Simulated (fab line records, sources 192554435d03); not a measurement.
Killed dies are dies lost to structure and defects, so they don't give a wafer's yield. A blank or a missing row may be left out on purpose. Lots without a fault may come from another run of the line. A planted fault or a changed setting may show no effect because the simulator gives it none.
Split-lot experiment | flow n5_finfet | 7 lots, 39 wafers read, on a route of 1938 steps

THE SPLIT
At N5_GATE_CUT_ETCH_56 (etches TiN in Cl2/Ar, target depth 21.6 nm), the setting target_depth_a was moved away from the recipe's 216 angstrom on 9 of the 39 wafers read, by -7.0% to +6.3%. The other wafers ran this setting at the recipe's value.

The reading is taken at the split's own step.

THE READING
etch.depth_nm (the simulator's own value, which no gauge read), in nm, at N5_GATE_CUT_ETCH_56 (etches TiN in Cl2/Ar, target depth 21.6 nm). The file gives no usual value for it. The 30 wafers here that ran the recipe average 21.55 nm, standard deviation 0.4 nm.

wafer  | tool, chamber at the split | target_depth_a as run, angstrom | against the recipe | etch.depth_nm, nm | against lot-mates on the recipe
L078.1 | rie_metal-02, 1            | 216                             | recipe             | 21.16             | -
L078.2 | rie_metal-02, 0            | 216                             | recipe             | 21.43             | -
L078.3 | rie_metal-02, 0            | 216                             | recipe             | 21.42             | -
L078.4 | rie_metal-02, 1            | 216                             | recipe             | 21.17             | -
L078.5 | rie_metal-02, 0            | 216                             | recipe             | 21.28             | -
L078.6 | rie_metal-02, 1            | 216                             | recipe             | 21.06             | -
L080.1 | rie_metal-02, 1            | 216                             | recipe             | 21.25             | -
L080.2 | rie_metal-02, 0            | 216                             | recipe             | 21.26             | -
L080.3 | rie_metal-02, 1            | 216                             | recipe             | 21.31             | -
L080.4 | rie_metal-02, 0            | 216                             | recipe             | 21.35             | -
L080.5 | rie_metal-02, 1            | 216                             | recipe             | 21.23             | -
L080.6 | rie_metal-02, 0            | 216                             | recipe             | 21.34             | -
L084.1 | rie_metal-03, 0            | 216                             | recipe             | 21.89             | -
L084.4 | rie_metal-03, 0            | 216                             | recipe             | 21.89             | -
L084.2 | rie_metal-03, 1            | 216                             | recipe             | 22.31             | -
L084.3 | rie_metal-03, 1            | 216                             | recipe             | 22.2              | -
L084.5 | rie_metal-03, 1            | 216                             | recipe             | 22.41             | -
L084.6 | rie_metal-03, 0            | 216                             | recipe             | 22.01             | -
L085.1 | rie_metal-02, 1            | 200.8                           | -7.0%              | 19.52             | -1.75
L085.2 | rie_metal-02, 0            | 200.8                           | -7.0%              | 19.78             | -1.49
L085.3 | rie_metal-02, 0            | 216                             | recipe             | 21.46             | -
L085.4 | rie_metal-02, 1            | 216                             | recipe             | 21.07             | -
L085.5 | rie_metal-02, 1            | 216                             | recipe             | 21.27             | -
L085.6 | rie_metal-02, 0            | 200.8                           | -7.0%              | 19.72             | -1.55
L091.2 | rie_metal-01, 1            | 216                             | recipe             | 21.5              | -
L091.3 | rie_metal-01, 0            | 216                             | recipe             | 21.37             | -
L091.6 | rie_metal-01, 0            | 216                             | recipe             | 21.32             | -
L095.1 | rie_metal-02, 0            | 216                             | recipe             | 21.45             | -
L095.2 | rie_metal-02, 1            | 204.7                           | -5.2%              | 20.14             | -1.28
L095.3 | rie_metal-02, 0            | 216                             | recipe             | 21.48             | -
L095.4 | rie_metal-02, 1            | 204.7                           | -5.2%              | 20.29             | -1.13
L095.5 | rie_metal-02, 1            | 216                             | recipe             | 21.32             | -
L095.6 | rie_metal-02, 0            | 204.7                           | -5.2%              | 20.28             | -1.14
L096.1 | rie_metal-03, 0            | 216                             | recipe             | 22.22             | -
L096.2 | rie_metal-03, 1            | 229.6                           | +6.3%              | 23.88             | +1.76
L096.3 | rie_metal-03, 0            | 216                             | recipe             | 22.03             | -
L096.4 | rie_metal-03, 1            | 229.6                           | +6.3%              | 23.75             | +1.63
L096.5 | rie_metal-03, 0            | 216                             | recipe             | 22.11             | -
L096.6 | rie_metal-03, 1            | 229.6                           | +6.3%              | 23.52             | +1.40

THE FIT
A straight line over all 39 wafers: etch.depth_nm changes by +0.292 nm for each +1% of target_depth_a; r = +0.92; the points scatter about the line by 0.38 nm.
The same after taking each lot's own level away (the mean of its wafers on the recipe; 39 wafers): +0.236 nm for each +1%; r = +0.98; scatter 0.13 nm.
On that fit, the largest move of target_depth_a shifts the reading by 1.7 nm.
The lots' own levels span 21.253 to 22.120 nm, that is 2.2 times the standard deviation above.
So the lot-to-lot level changes the slope: the two fits differ.
Check: with one of the wafers moved furthest among these (-7.0%) left out of the fit, the line predicts -1.63 nm for it against its lot-mates. It came out at -1.75 nm against them.

OTHER SPLITS ON THESE WAFERS
These wafers also went through other splits before the reading. Each is held against what the fit with the lots' levels taken away leaves over:
other split on the same wafers    | wafers away from the commonest value | r with etch.depth_nm (lot level and that fit taken away)
N5_FIN_CUT_ETCH_21 time_s         | 9                                    | +0.07
N5_DUMMY_GATE_CVD_03 target_thk_a | 30                                   | -0.03

THE FILE'S OWN FIT
etch.depth_nm changes by +0.236 nm for each +1% of target_depth_a, r = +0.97.
